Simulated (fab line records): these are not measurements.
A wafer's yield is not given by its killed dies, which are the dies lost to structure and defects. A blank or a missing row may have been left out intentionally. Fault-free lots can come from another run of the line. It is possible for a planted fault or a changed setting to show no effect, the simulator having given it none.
A lot that was struck, set against a sound lot / flow nand-harc / 28 out of 1302 route steps
Sound: the wafers L163.3, L163.4, L163.6. Wafers L174.2, L174.3, L174.5 were the ones struck. At the end, the cause is stated.
Order at every step that has rows: each side's tool, ch and its chambers, its first start. Under that, the readings that differ: sound wafers / struck wafers / difference of the means / sigmas: that difference in standard deviations of wafers without a fault.
alike: words and numbers the same on both sides, and readings whose means are apart by under 2 such deviations; not compared: readings that were withheld, readings missing a value for some wafer, numbers with overlapping values and no deviation given by the record, and bounds like >300 which may hide the same value.
A row with sigmas, a row that says differs or no value, or rows on one side alone: a step with any of these is where the two part. Numbers that have no deviation but don't overlap get no sigmas and don't part them. A reading that every wafer of one side lacks parts them only if that side has two wafers or more.

NHARC_A_CHANNEL_HOLE_D1_XSEM_31:
  sound on xsem-01 ch 0, day 12 09:38; struck on xsem-01 ch 0, day 16 11:02
reading=bow-nm (nm); sound=9.08 9.11 9.06; struck=8.42 8.50 8.42; difference=-0.64; sigmas=-2
reading=tilt-deg (degrees); sound=0.15 0.15 0.15; struck=0.04 0.04 0.04; difference=-0.11; sigmas=-3
  alike: bot-cd-nm
NHARC_A_CHANNEL_HOLE_D1_INSPECT_40:
  struck on defect-inspect-01, day 16 11:08; sound on defect-inspect-01, day 12 09:43
  alike: raw-defect-count
then, 2 steps without rows for these wafers: NHARC_A_CHANNEL_FILL_D1_PRECLEAN_00 (cleans in SC1); NHARC_A_CHANNEL_FILL_D1_SRD_01.
NHARC_A_CHANNEL_FILL_D1_ALD_02: deposits SiO2, target thk 6 nm, pulse time 10 s, ald cycles 60.
  sound on ald-hk-02 ch 1,3, day 12 09:59; struck on ald-hk-01 ch 0,1,2, day 16 11:28
  alike: heater-power-w, precursor-pulse-height-rel, susceptor-temp-C
then, 2 steps without rows for these wafers: NHARC_A_CHANNEL_FILL_D1_ALD_03 (deposits SiNx, target thk 6 nm, pulse time 60 s, ald cycles 58); NHARC_A_CHANNEL_FILL_D1_ALD_14 (deposits SiO2, target thk 2.5 nm, pulse time 10 s, ald cycles 25).
NHARC_A_CHANNEL_FILL_D1_ALD_15: deposits SiNx, target thk 2 nm, pulse time 60 s, ald cycles 19.
  sound on ald-sin-batch-03 ch 0; struck on ald-sin-batch-03 ch 0
reading=susceptor-temp-C (C); sound=630.10 630.06 630.06; struck=- - -; difference=no value on the struck wafers; sigmas=
  alike: precursor-pulse-height-rel
then, 4 steps without rows for these wafers: NHARC_A_CHANNEL_FILL_D1_ALD_16 (deposits SiO2, target thk 1.5 nm, pulse time 10 s, ald cycles 15); NHARC_A_CHANNEL_FILL_D1_ANNEAL_17 (time 1800 s); NHARC_A_CHANNEL_FILL_D1_CVD_18 (deposits poly-Si, target thk 3 nm); NHARC_A_CHANNEL_FILL_D1_ETCHBACK_19 (etches the open film in HBr/Cl2, target depth 5 nm, time 1.7 s).
NHARC_A_CHANNEL_FILL_D1_ETCHBACK_20: etches the open film in C4F8/O2/Ar, target depth 27 nm, time 13.5 s.
  sound on rie-diel-05 ch 0,2, day 13 11:05; struck on rie-diel-05 ch 0,1, day 17 12:55
  alike: oes-product-au, rf-vpp-V
  not compared: rf-hours-counter-h
then, 7 steps without rows for these wafers: NHARC_A_CHANNEL_FILL_D1_STRIP_28 (strips in O2, time 20 s); NHARC_A_CHANNEL_FILL_D1_PRECLEAN_21 (cleans in dHF, time 30 s); NHARC_A_CHANNEL_FILL_D1_SRD_23; NHARC_A_CHANNEL_FILL_D1_CVD_05 (deposits poly-Si, target thk 5 nm); NHARC_A_CHANNEL_FILL_D1_ANNEAL_22 (time 7200 s); NHARC_A_CHANNEL_FILL_D1_ALD_25 (deposits SiOx, target thk 60 nm, pulse time 10 s, ald cycles 600); NHARC_A_CHANNEL_FILL_D1_ETCHBACK_08 (etches the open film in C4F8, target depth 220 nm, time 110 s).
NHARC_A_CHANNEL_FILL_D1_STRIP_29: strips in O2, time 20 s.
  sound on rie-diel-05 ch 0,1,2; struck on rie-diel-13 ch 0,3
  alike: drypump-motor-current-A, o2-flow-sccm, oes-product-au, rf-vpp-V, showerhead-plenum-p-Torr, throttle-valve-pct
  not compared: rf-hours-counter-h
then, 5 steps without rows for these wafers: NHARC_A_CHANNEL_FILL_D1_PRECLEAN_30 (cleans in dHF, time 30 s); NHARC_A_CHANNEL_FILL_D1_SRD_31; NHARC_A_CHANNEL_FILL_D1_CVD_09 (deposits poly-Si, target thk 150 nm, time 3000 s); NHARC_A_CHANNEL_FILL_D1_CMP_10 (polishes, target thk 150 nm); NHARC_A_CHANNEL_FILL_D1_SRD_12.
NHARC_A_DECK1_JOINT_ETCHBACK_07: etches the open film in HBr, target depth 105 nm, time 26.9 s.
  sound on rie-si-06 ch 0,1,3, day 14 10:43; struck on rie-si-05 ch 0,1,3, day 18 15:02
reading=hold; sound=- - -; struck=await-dispo/2.2h/release await-dispo/2.2h/release await-dispo/2.2h/release; difference=no value on the sound wafers; sigmas=
  alike: drypump-motor-current-A, oes-product-au, throttle-valve-pct
  not compared: rf-hours-counter-h
-- jump in the record: it breaks off in module A_DECK1_JOINT and resumes in module END (first step shown: number 1302 of the route), and 14 days separate the struck wafers' starts before and after --
NHARC_END_SORT_01:
  sound on prober-01 ch 0, day 28 01:17; struck on prober-01 ch 0, day 32 07:53
reading=killed-at-array; sound=41 40 50; struck=129 191 146; difference=+112; sigmas=+5
reading=killed-at-periphery; sound=3 7 4; struck=15 7 12; difference=+7; sigmas=+2
reading=killed-dies; sound=45 47 55; struck=148 199 160; difference=+120; sigmas=+5
  alike: killed-at-other, killed-open, killed-short

WHERE THEY PART
First at NHARC_A_CHANNEL_HOLE_D1_XSEM_31; last, within this record, at NHARC_END_SORT_01.

WHY: the cause the simulator had injected
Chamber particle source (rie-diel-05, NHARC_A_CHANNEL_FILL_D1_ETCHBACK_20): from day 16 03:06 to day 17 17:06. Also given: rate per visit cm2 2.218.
